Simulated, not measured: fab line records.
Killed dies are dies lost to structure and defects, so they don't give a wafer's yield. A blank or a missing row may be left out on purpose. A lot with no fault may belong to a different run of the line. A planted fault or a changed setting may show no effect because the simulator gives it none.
Split-lot study :: flow n5-finfet :: on a route of 1938 steps: 7 lots, 39 wafers read

## THE SPLIT
At N5_BEOL_M5_ILD_DEP_00 (deposits SiCOH lowk from DEMS/porogen, target thk 140.64 nm, time 25.9 s), the setting time-s was moved away from the recipe's 25.9 s on 12 of the 39 wafers read, by -45.9% to +37.1%. For the rest of the wafers, this setting stayed at what the recipe calls for.

## FROM THE SPLIT TO THE READING: what the file shows between them, 1 step
- N5_BEOL_M5_CURE_79: cures SiCOH lowk, time 240 s

## THE READING
At N5_BEOL_M5_THK_MEAS_01: M5_ILD_THK, given in nm. Fault-free wafers of this fab line usually give 120.5 nm, standard deviation 1.4 nm.

wafer: L076.1
tool, chamber at the split: pecvd-03, 0
time-s as run, s: 34.38
against the recipe: +32.7%
M5_ILD_THK, nm: 158.0
against lot-mates on the recipe: +37.7

wafer: L076.2
tool, chamber at the split: pecvd-03, 1
time-s as run, s: 25.9
against the recipe: recipe
M5_ILD_THK, nm: 119.2
against lot-mates on the recipe: -

wafer: L076.3
tool, chamber at the split: pecvd-03, 2
time-s as run, s: 34.38
against the recipe: +32.7%
M5_ILD_THK, nm: 157.8
against lot-mates on the recipe: +37.5

wafer: L076.4
tool, chamber at the split: pecvd-03, 0
time-s as run, s: 34.38
against the recipe: +32.7%
M5_ILD_THK, nm: 160.9
against lot-mates on the recipe: +40.6

wafer: L076.5
tool, chamber at the split: pecvd-03, 2
time-s as run, s: 25.9
against the recipe: recipe
M5_ILD_THK, nm: 121.0
against lot-mates on the recipe: -

wafer: L076.6
tool, chamber at the split: pecvd-03, 1
time-s as run, s: 25.9
against the recipe: recipe
M5_ILD_THK, nm: 120.6
against lot-mates on the recipe: -

wafer: L077.1
tool, chamber at the split: pecvd-03, 2
time-s as run, s: 25.9
against the recipe: recipe
M5_ILD_THK, nm: 119.7
against lot-mates on the recipe: -

wafer: L077.2
tool, chamber at the split: pecvd-03, 0
time-s as run, s: 14.02
against the recipe: -45.9%
M5_ILD_THK, nm: 66.8
against lot-mates on the recipe: -54.0

wafer: L077.3
tool, chamber at the split: pecvd-03, 1
time-s as run, s: 25.9
against the recipe: recipe
M5_ILD_THK, nm: 120.8
against lot-mates on the recipe: -

wafer: L077.4
tool, chamber at the split: pecvd-03, 0
time-s as run, s: 14.02
against the recipe: -45.9%
M5_ILD_THK, nm: 68.3
against lot-mates on the recipe: -52.5

wafer: L077.5
tool, chamber at the split: pecvd-03, 2
time-s as run, s: 25.9
against the recipe: recipe
M5_ILD_THK, nm: 121.9
against lot-mates on the recipe: -

wafer: L077.6
tool, chamber at the split: pecvd-03, 1
time-s as run, s: 14.02
against the recipe: -45.9%
M5_ILD_THK, nm: 66.0
against lot-mates on the recipe: -54.8

wafer: L080.1
tool, chamber at the split: pecvd-01, 1
time-s as run, s: 25.9
against the recipe: recipe
M5_ILD_THK, nm: 118.9
against lot-mates on the recipe: -

wafer: L080.2
tool, chamber at the split: pecvd-01, 0
time-s as run, s: 25.9
against the recipe: recipe
M5_ILD_THK, nm: 117.7
against lot-mates on the recipe: -

wafer: L080.3
tool, chamber at the split: pecvd-01, 2
time-s as run, s: 25.9
against the recipe: recipe
M5_ILD_THK, nm: 119.8
against lot-mates on the recipe: -

wafer: L080.4
tool, chamber at the split: pecvd-01, 1
time-s as run, s: 25.9
against the recipe: recipe
M5_ILD_THK, nm: 121.5
against lot-mates on the recipe: -

wafer: L080.5
tool, chamber at the split: pecvd-01, 2
time-s as run, s: 25.9
against the recipe: recipe
M5_ILD_THK, nm: 121.0
against lot-mates on the recipe: -

wafer: L080.6
tool, chamber at the split: pecvd-01, 0
time-s as run, s: 25.9
against the recipe: recipe
M5_ILD_THK, nm: 121.3
against lot-mates on the recipe: -

wafer: L082.1
tool, chamber at the split: pecvd-02, 0
time-s as run, s: 25.9
against the recipe: recipe
M5_ILD_THK, nm: 119.6
against lot-mates on the recipe: -

wafer: L082.2
tool, chamber at the split: pecvd-02, 1
time-s as run, s: 25.9
against the recipe: recipe
M5_ILD_THK, nm: 120.1
against lot-mates on the recipe: -

wafer: L082.3
tool, chamber at the split: pecvd-02, 0
time-s as run, s: 25.9
against the recipe: recipe
M5_ILD_THK, nm: 121.7
against lot-mates on the recipe: -

wafer: L082.4
tool, chamber at the split: pecvd-02, 1
time-s as run, s: 25.9
against the recipe: recipe
M5_ILD_THK, nm: 120.5
against lot-mates on the recipe: -

wafer: L082.5
tool, chamber at the split: pecvd-02, 1
time-s as run, s: 25.9
against the recipe: recipe
M5_ILD_THK, nm: 120.4
against lot-mates on the recipe: -

wafer: L082.6
tool, chamber at the split: pecvd-02, 0
time-s as run, s: 25.9
against the recipe: recipe
M5_ILD_THK, nm: 122.1
against lot-mates on the recipe: -

wafer: L089.1
tool, chamber at the split: pecvd-02, 2
time-s as run, s: 35.5
against the recipe: +37.1%
M5_ILD_THK, nm: 166.4
against lot-mates on the recipe: +44.4

wafer: L089.2
tool, chamber at the split: pecvd-02, 0
time-s as run, s: 25.9
against the recipe: recipe
M5_ILD_THK, nm: 121.2
against lot-mates on the recipe: -

wafer: L089.3
tool, chamber at the split: pecvd-02, 1
time-s as run, s: 25.9
against the recipe: recipe
M5_ILD_THK, nm: 122.2
against lot-mates on the recipe: -

wafer: L089.4
tool, chamber at the split: pecvd-02, 1
time-s as run, s: 25.9
against the recipe: recipe
M5_ILD_THK, nm: 122.7
against lot-mates on the recipe: -

wafer: L089.5
tool, chamber at the split: pecvd-02, 0
time-s as run, s: 35.5
against the recipe: +37.1%
M5_ILD_THK, nm: 167.9
against lot-mates on the recipe: +45.9

wafer: L089.6
tool, chamber at the split: pecvd-02, 2
time-s as run, s: 35.5
against the recipe: +37.1%
M5_ILD_THK, nm: 169.2
against lot-mates on the recipe: +47.2

wafer: L096.3
tool, chamber at the split: pecvd-02, 1
time-s as run, s: 25.9
against the recipe: recipe
M5_ILD_THK, nm: 119.3
against lot-mates on the recipe: -

wafer: L096.5
tool, chamber at the split: pecvd-02, 2
time-s as run, s: 25.9
against the recipe: recipe
M5_ILD_THK, nm: 121.9
against lot-mates on the recipe: -

wafer: L096.6
tool, chamber at the split: pecvd-02, 1
time-s as run, s: 25.9
against the recipe: recipe
M5_ILD_THK, nm: 121.3
against lot-mates on the recipe: -

wafer: L097.1
tool, chamber at the split: pecvd-02, 2
time-s as run, s: 21.61
against the recipe: -16.6%
M5_ILD_THK, nm: 101.4
against lot-mates on the recipe: -18.4

wafer: L097.2
tool, chamber at the split: pecvd-02, 0
time-s as run, s: 25.9
against the recipe: recipe
M5_ILD_THK, nm: 119.3
against lot-mates on the recipe: -

wafer: L097.3
tool, chamber at the split: pecvd-02, 1
time-s as run, s: 25.9
against the recipe: recipe
M5_ILD_THK, nm: 118.1
against lot-mates on the recipe: -

wafer: L097.4
tool, chamber at the split: pecvd-02, 2
time-s as run, s: 25.9
against the recipe: recipe
M5_ILD_THK, nm: 121.9
against lot-mates on the recipe: -

wafer: L097.5
tool, chamber at the split: pecvd-02, 1
time-s as run, s: 21.61
against the recipe: -16.6%
M5_ILD_THK, nm: 101.9
against lot-mates on the recipe: -17.9

wafer: L097.6
tool, chamber at the split: pecvd-02, 0
time-s as run, s: 21.61
against the recipe: -16.6%
M5_ILD_THK, nm: 99.7
against lot-mates on the recipe: -20.1

FIT RESULTS
A straight line over all 39 wafers: M5_ILD_THK changes by +1.2 nm for each +1% of time-s; r = +1.00; the points scatter about the line by 1.5 nm.
The same after taking each lot's own level away (the mean of its wafers on the recipe; 39 wafers): +1.19 nm for each +1%; r = +1.00; scatter 1.3 nm.
That fit puts the effect of the largest move of time-s on the reading at 55 nm.
The span of the lots' own levels, 119.77 to 122.03 nm, comes to 1.6 times the standard deviation stated above.
Hence the lot-to-lot level has little effect on the slope; both slopes agree.
Check: -54.4 nm against its lot-mates is what the line predicts for one of the wafers moved furthest among these (-45.9%) when that wafer is left out of the fit. Against them it came out at -54 nm.

## OTHER SPLITS ON THESE WAFERS
Note: prior to the reading, these wafers also went through further splits. Each is held against what the fit with the lots' levels taken away leaves over:
other split on the same wafers: N5_PMOS_HMC_CHANNEL_EPI_HM_DEP_34 target-thk-a
wafers away from the commonest value: 18
r with M5_ILD_THK (lot level and that fit taken away): -0.05

other split on the same wafers: N5_SD_EPI_N_EPI_21 epi-growth-time-s
wafers away from the commonest value: 12
r with M5_ILD_THK (lot level and that fit taken away): -0.07

other split on the same wafers: N5_HKMG_FIN_ETCH_55 time-s
wafers away from the commonest value: 18
r with M5_ILD_THK (lot level and that fit taken away): +0.01

other split on the same wafers: N5_GATE_CUT_ETCH_56 target-depth-a
wafers away from the commonest value: 18
r with M5_ILD_THK (lot level and that fit taken away): +0.15

other split on the same wafers: N5_BEOL_M3_ILD_DEP_00 time-s
wafers away from the commonest value: 12
r with M5_ILD_THK (lot level and that fit taken away): -0.01

## THE WHOLE CHAIN: every reading that the file lists as answering this split, in the file's order
step: N5_BEOL_M5_ILD_DEP_00
what it does: deposits SiCOH lowk from DEMS/porogen, target thk 140.64 nm, time 25.9 s
reading: SiCOH_lowk_of_BEOL_M5_ILD_DEP_00.thk-nm (the simulator's own value, which no gauge read)
change (the file's fit): +1.37 nm for each +1% of the setting
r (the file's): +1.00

step: N5_BEOL_M5_CURE_79
what it does: cures SiCOH lowk, time 240 s
reading: SiCOH_lowk_of_BEOL_M5_ILD_DEP_00.thk-nm (the simulator's own value, which no gauge read)
change (the file's fit): +1.19 nm for each +1% of the setting
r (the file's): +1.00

step: N5_BEOL_M5_THK_MEAS_01
what it does: 
reading: M5_ILD_THK
change (the file's fit): +1.19 for each +1% of the setting
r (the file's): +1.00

## FILE'S OWN FIT
M5_ILD_THK changes by +1.19 nm for each +1% of time-s, r = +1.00.
